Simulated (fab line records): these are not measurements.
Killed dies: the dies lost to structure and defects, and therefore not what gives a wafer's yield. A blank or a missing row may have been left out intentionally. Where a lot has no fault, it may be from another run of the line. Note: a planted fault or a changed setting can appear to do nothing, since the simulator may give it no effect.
Split-lot trial || flow n5Finfet || 21 wafers read from 7 lots, route of 1938 steps

## SPLIT DETAILS
At N5_HKMG_FIN_COAT_06 (resist thk 90 nm), the setting spinRpm was moved away from the recipe's 1500 rpm on 9 of the 21 wafers read, by -5.3% to +10.3%. All remaining wafers had this setting at the recipe value.

## FROM THE SPLIT TO THE READING: what the file shows between them, 5 steps
- N5_HKMG_FIN_EBR_08
- N5_HKMG_FIN_SOFTBAKE_07: time 60 s
- N5_HKMG_FIN_EXPOSE_09: exposes mask NWFM
- N5_HKMG_FIN_PEB_10: peb time 60 s
- N5_HKMG_FIN_DEVELOP_11: develop time 30 s

## THE READING
CAR-ArF_of_HKMG_FIN_COAT_06.thkNm (the simulator's own value, which no gauge read), in nm, at N5_HKMG_FIN_DESCUM_17 (chemistry O2, time 7.9 s). No usual value for it is given in the file. Here, 12 wafers ran the recipe; their average is 83.4 nm with a standard deviation of 0.26 nm.

{"wafer": "L078.3", "tool, chamber at the split": "lithoTrack-04, 0", "spinRpm as run, rpm": 1442, "against the recipe": "-3.9%", "CAR-ArF_of_HKMG_FIN_COAT_06.thkNm, nm": 85.4, "against lot-mates on the recipe": "+1.6"}
{"wafer": "L078.4", "tool, chamber at the split": "lithoTrack-04, 0", "spinRpm as run, rpm": 1442, "against the recipe": "-3.9%", "CAR-ArF_of_HKMG_FIN_COAT_06.thkNm, nm": 85.6, "against lot-mates on the recipe": "+1.8"}
{"wafer": "L078.5", "tool, chamber at the split": "lithoTrack-04, 0", "spinRpm as run, rpm": 1500, "against the recipe": "recipe", "CAR-ArF_of_HKMG_FIN_COAT_06.thkNm, nm": 83.8, "against lot-mates on the recipe": "-"}
{"wafer": "L080.1", "tool, chamber at the split": "lithoTrack-04, 0", "spinRpm as run, rpm": 1500, "against the recipe": "recipe", "CAR-ArF_of_HKMG_FIN_COAT_06.thkNm, nm": 83.4, "against lot-mates on the recipe": "-"}
{"wafer": "L080.3", "tool, chamber at the split": "lithoTrack-04, 0", "spinRpm as run, rpm": 1500, "against the recipe": "recipe", "CAR-ArF_of_HKMG_FIN_COAT_06.thkNm, nm": 83.6, "against lot-mates on the recipe": "-"}
{"wafer": "L080.6", "tool, chamber at the split": "lithoTrack-04, 0", "spinRpm as run, rpm": 1500, "against the recipe": "recipe", "CAR-ArF_of_HKMG_FIN_COAT_06.thkNm, nm": 83, "against lot-mates on the recipe": "-"}
{"wafer": "L081.1", "tool, chamber at the split": "lithoTrack-02, 0", "spinRpm as run, rpm": 1500, "against the recipe": "recipe", "CAR-ArF_of_HKMG_FIN_COAT_06.thkNm, nm": 83.6, "against lot-mates on the recipe": "-"}
{"wafer": "L081.3", "tool, chamber at the split": "lithoTrack-02, 0", "spinRpm as run, rpm": 1500, "against the recipe": "recipe", "CAR-ArF_of_HKMG_FIN_COAT_06.thkNm, nm": 83.6, "against lot-mates on the recipe": "-"}
{"wafer": "L081.2", "tool, chamber at the split": "lithoTrack-02, 0", "spinRpm as run, rpm": 1578, "against the recipe": "+5.2%", "CAR-ArF_of_HKMG_FIN_COAT_06.thkNm, nm": 81, "against lot-mates on the recipe": -2.6}
{"wafer": "L083.2", "tool, chamber at the split": "lithoTrack-04, 0", "spinRpm as run, rpm": 1500, "against the recipe": "recipe", "CAR-ArF_of_HKMG_FIN_COAT_06.thkNm, nm": 83.2, "against lot-mates on the recipe": "-"}
{"wafer": "L083.3", "tool, chamber at the split": "lithoTrack-04, 0", "spinRpm as run, rpm": 1552, "against the recipe": "+3.5%", "CAR-ArF_of_HKMG_FIN_COAT_06.thkNm, nm": 82, "against lot-mates on the recipe": -1.2}
{"wafer": "L083.5", "tool, chamber at the split": "lithoTrack-04, 0", "spinRpm as run, rpm": 1552, "against the recipe": "+3.5%", "CAR-ArF_of_HKMG_FIN_COAT_06.thkNm, nm": 81.8, "against lot-mates on the recipe": -1.4}
{"wafer": "L089.2", "tool, chamber at the split": "lithoTrack-02, 0", "spinRpm as run, rpm": 1655, "against the recipe": "+10.3%", "CAR-ArF_of_HKMG_FIN_COAT_06.thkNm, nm": 78.8, "against lot-mates on the recipe": -4.2}
{"wafer": "L089.4", "tool, chamber at the split": "lithoTrack-02, 0", "spinRpm as run, rpm": 1655, "against the recipe": "+10.3%", "CAR-ArF_of_HKMG_FIN_COAT_06.thkNm, nm": 79, "against lot-mates on the recipe": -4.0}
{"wafer": "L089.6", "tool, chamber at the split": "lithoTrack-02, 0", "spinRpm as run, rpm": 1500, "against the recipe": "recipe", "CAR-ArF_of_HKMG_FIN_COAT_06.thkNm, nm": 83, "against lot-mates on the recipe": "-"}
{"wafer": "L090.2", "tool, chamber at the split": "lithoTrack-02, 0", "spinRpm as run, rpm": 1500, "against the recipe": "recipe", "CAR-ArF_of_HKMG_FIN_COAT_06.thkNm, nm": 83.4, "against lot-mates on the recipe": "-"}
{"wafer": "L090.5", "tool, chamber at the split": "lithoTrack-02, 0", "spinRpm as run, rpm": 1500, "against the recipe": "recipe", "CAR-ArF_of_HKMG_FIN_COAT_06.thkNm, nm": 83.4, "against lot-mates on the recipe": "-"}
{"wafer": "L090.3", "tool, chamber at the split": "lithoTrack-02, 0", "spinRpm as run, rpm": 1588, "against the recipe": "+5.9%", "CAR-ArF_of_HKMG_FIN_COAT_06.thkNm, nm": 80.8, "against lot-mates on the recipe": -2.6}
{"wafer": "L096.2", "tool, chamber at the split": "lithoTrack-03, 0", "spinRpm as run, rpm": 1500, "against the recipe": "recipe", "CAR-ArF_of_HKMG_FIN_COAT_06.thkNm, nm": 83.4, "against lot-mates on the recipe": "-"}
{"wafer": "L096.3", "tool, chamber at the split": "lithoTrack-03, 0", "spinRpm as run, rpm": 1420, "against the recipe": "-5.3%", "CAR-ArF_of_HKMG_FIN_COAT_06.thkNm, nm": 85.8, "against lot-mates on the recipe": "+2.6"}
{"wafer": "L096.4", "tool, chamber at the split": "lithoTrack-03, 0", "spinRpm as run, rpm": 1500, "against the recipe": "recipe", "CAR-ArF_of_HKMG_FIN_COAT_06.thkNm, nm": 83, "against lot-mates on the recipe": "-"}

THE FIT
A straight line over all 21 wafers: CAR-ArF_of_HKMG_FIN_COAT_06.thkNm changes by -0.451 nm for each +1% of spinRpm; r = -0.99; the points scatter about the line by 0.25 nm.
The same after taking each lot's own level away (the mean of its wafers on the recipe; 21 wafers): -0.421 nm for each +1%; r = -0.99; scatter 0.2 nm.
On that fit, the largest move of spinRpm shifts the reading by 4.4 nm.
Measured against the standard deviation above, the lots' own levels, which go from 83.00 to 83.80 nm, span 3.1 times it.
Consequently the slope shifts little with the lot-to-lot level, the two slopes agreeing.
Check: -4.36 nm against its lot-mates is what the line predicts for one of the wafers moved furthest among these (+10.3%) when that wafer is left out of the fit. Against them it came out at -4.2 nm.

## OTHER SPLITS ON THESE WAFERS
Note: prior to the reading, these wafers also went through further splits. Each is held against what the fit with the lots' levels taken away leaves over:
{"other split on the same wafers": "N5_FIN_SAQP_PECVD_06 timeS", "wafers away from the commonest value": 6, "r with CAR-ArF_of_HKMG_FIN_COAT_06.thkNm (lot level and that fit taken away)": "+0.05"}
{"other split on the same wafers": "N5_FIN_SAQP_DESCUM_21 timeS", "wafers away from the commonest value": 10, "r with CAR-ArF_of_HKMG_FIN_COAT_06.thkNm (lot level and that fit taken away)": "+0.22"}
{"other split on the same wafers": "N5_FIN_SAQP_SPACER1_ALD_24 tempC", "wafers away from the commonest value": 6, "r with CAR-ArF_of_HKMG_FIN_COAT_06.thkNm (lot level and that fit taken away)": "+0.23"}
{"other split on the same wafers": "N5_SD_EPI_N_EXPOSE_06 doseMj", "wafers away from the commonest value": 5, "r with CAR-ArF_of_HKMG_FIN_COAT_06.thkNm (lot level and that fit taken away)": "+0.34"}
{"other split on the same wafers": "N5_SD_EPI_N_PEB_07 pebTempC", "wafers away from the commonest value": 4, "r with CAR-ArF_of_HKMG_FIN_COAT_06.thkNm (lot level and that fit taken away)": -0.16}

## THE WHOLE CHAIN: every reading that the file lists as answering this split, in the file's order
{"step": "N5_HKMG_FIN_COAT_06", "what it does": "resist thk 90 nm", "reading": "CAR-ArF_of_HKMG_FIN_COAT_06.thkNm (the simulator's own value, which no gauge read)", "change (the file's fit)": "-0.437 nm for each +1% of the setting", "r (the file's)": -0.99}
{"step": "N5_HKMG_FIN_DEVELOP_11", "what it does": "develop time 30 s", "reading": "CAR-ArF_of_HKMG_FIN_COAT_06.thkNm (the simulator's own value, which no gauge read)", "change (the file's fit)": "-0.425 nm for each +1% of the setting", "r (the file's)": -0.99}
{"step": "N5_HKMG_FIN_DESCUM_17", "what it does": "chemistry O2, time 7.9 s", "reading": "CAR-ArF_of_HKMG_FIN_COAT_06.thkNm (the simulator's own value, which no gauge read)", "change (the file's fit)": "-0.43 nm for each +1% of the setting", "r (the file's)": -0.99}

## THE FILE'S OWN FIT
CAR-ArF_of_HKMG_FIN_COAT_06.thkNm changes by -0.43 nm for each +1% of spinRpm, r = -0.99.
